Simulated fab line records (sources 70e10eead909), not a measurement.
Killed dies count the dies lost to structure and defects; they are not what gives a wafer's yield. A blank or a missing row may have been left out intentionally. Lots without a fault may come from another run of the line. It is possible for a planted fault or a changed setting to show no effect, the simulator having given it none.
Problem report, 8D (eight disciplines) form, completed by code + flow nand-harc + the parts of the form that need people (team, actions taken, sign-off) are left out

== 1. PROBLEM STATEMENT ==
rf-fwd-power-W at NHARC_P_BONDPAD_ETCH_12 reads a mean of 694.8 W on 2 wafers of 1 lot; wafers without a fault read 496.4 W with a standard deviation of 1.6. That is +99 or more standard deviations from the usual mean.
The step: etches the open film in CHF3/O2, target depth 200 nm, time 100 s.
The first sign was on wafer L440.1 at day 9 12:01, on rie-diel-04. At this step, 30 wafers from 10 lots have a number in the record. The rule behind "out" and "out of limits": a value lying over 4 standard deviations away from the usual mean. Any other wafer with a number is counted as sound.

== 2. WHAT IT IS, AND WHAT IT ISN'T ==
| question                    | is                             | is not                                                                                        |
|-----------------------------|--------------------------------|-----------------------------------------------------------------------------------------------|
| which readings at this step | rf-fwd-power-W, oes-product-au | drypump-motor-current-A, o2-flow-sccm, rf-vpp-V, showerhead-plenum-p-Torr, throttle-valve-pct |
| which lots                  | L440                           | L428, L431, L432, L434, L437, L438, L439, L447, L449                                          |
| which wafers of those lots  | L440.1, L440.5                 | L440.2                                                                                        |
| read on which tools         | rie-diel-04                    | rie-diel-06, rie-diel-13                                                                      |
| when                        | from day 9 12:01               | up to then (19 sound wafers); but 9 sound wafers of L439, L447, L449 came after               |

== 3. THE SUSPECTS, EACH WITH WHAT RULES IT OUT ==
Counting: if a tool at a process step up to the reading ran every lot that is out, it stays a suspect. Sound lots after the first of them don't rule it out here, since some wafers of a struck lot are sound.
- rie-diel-09 at NHARC_P_M2_STRIP_18 (strips in N2/H2): kept. L440, the lot that is out, went through it at day 9 07:40; up to then, the latest sound lot through it was L438 at day 8 14:29.
- pvd-sputter-03 at NHARC_P_M2_PVD_20 (deposits TaN, target thk 5 nm, time 8.06 s): kept. L440, the lot that is out, went through it at day 9 12:01; up to then, the latest sound lot through it was L428 at day 6 00:17. NHARC_P_M2_PVD_20 gives no start for some lots, so the hours and the order of its lots are those of NHARC_P_BONDPAD_ETCH_12.
- rie-diel-04 at NHARC_P_BONDPAD_ETCH_12 (etches the open film in CHF3/O2, target depth 200 nm, time 100 s): kept. L440, the lot that is out, went through it at day 9 12:01; up to then, the latest sound lot through it was L438 at day 8 19:35. Its own oes-product-au, rf-fwd-power-W readings are out on those wafers.
- Within rie-diel-09 at NHARC_P_M2_STRIP_18: the wafers that are out ran in chambers 0, 1; their sound lot-mates ran in chamber 2.
- Within rie-diel-04 at NHARC_P_BONDPAD_ETCH_12: the wafers that are out ran in chamber 2; their sound lot-mates ran in chamber 0.
The count leaves rie-diel-09 at NHARC_P_M2_STRIP_18, pvd-sputter-03 at NHARC_P_M2_PVD_20, and rie-diel-04 at NHARC_P_BONDPAD_ETCH_12.

== 4. THE CAUSE (what the simulator had put in) ==
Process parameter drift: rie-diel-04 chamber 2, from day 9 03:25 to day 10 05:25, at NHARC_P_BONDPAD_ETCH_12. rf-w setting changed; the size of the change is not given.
Counting left 3 suspects, and this tool is among them.

== 5. THE EFFECT CHAIN, in route order ==
Each row: a reading whose mean over the struck wafers that have a number lies more than 3 standard deviations from the usual. Only readings for which the record gives a usual standard deviation are gone through. hours: the time from each lot's start at the first step in this table that gives one to its start at this step, as a median over the lots. sigmas: the change in usual standard deviations.
| hours | step                    | reading        | usual      | on struck wafers | change | sigmas      |
|-------|-------------------------|----------------|------------|------------------|--------|-------------|
| 0     | NHARC_P_BONDPAD_ETCH_12 | oes-product-au | 0.927 a.u. | 1.141            | +0.214 | +11         |
| 0     | NHARC_P_BONDPAD_ETCH_12 | rf-fwd-power-W | 496.4 W    | 694.8            | +198.4 | +99 or more |
Here are the process steps it includes:
- NHARC_P_BONDPAD_ETCH_12: etches the open film in CHF3/O2, target depth 200 nm, time 100 s.

== 6. HOW IT WOULD HAVE BEEN CAUGHT EARLIER ==
First out-of-limits reading in this record: day 9 12:01, which is 9 hours after fault onset at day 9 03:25.
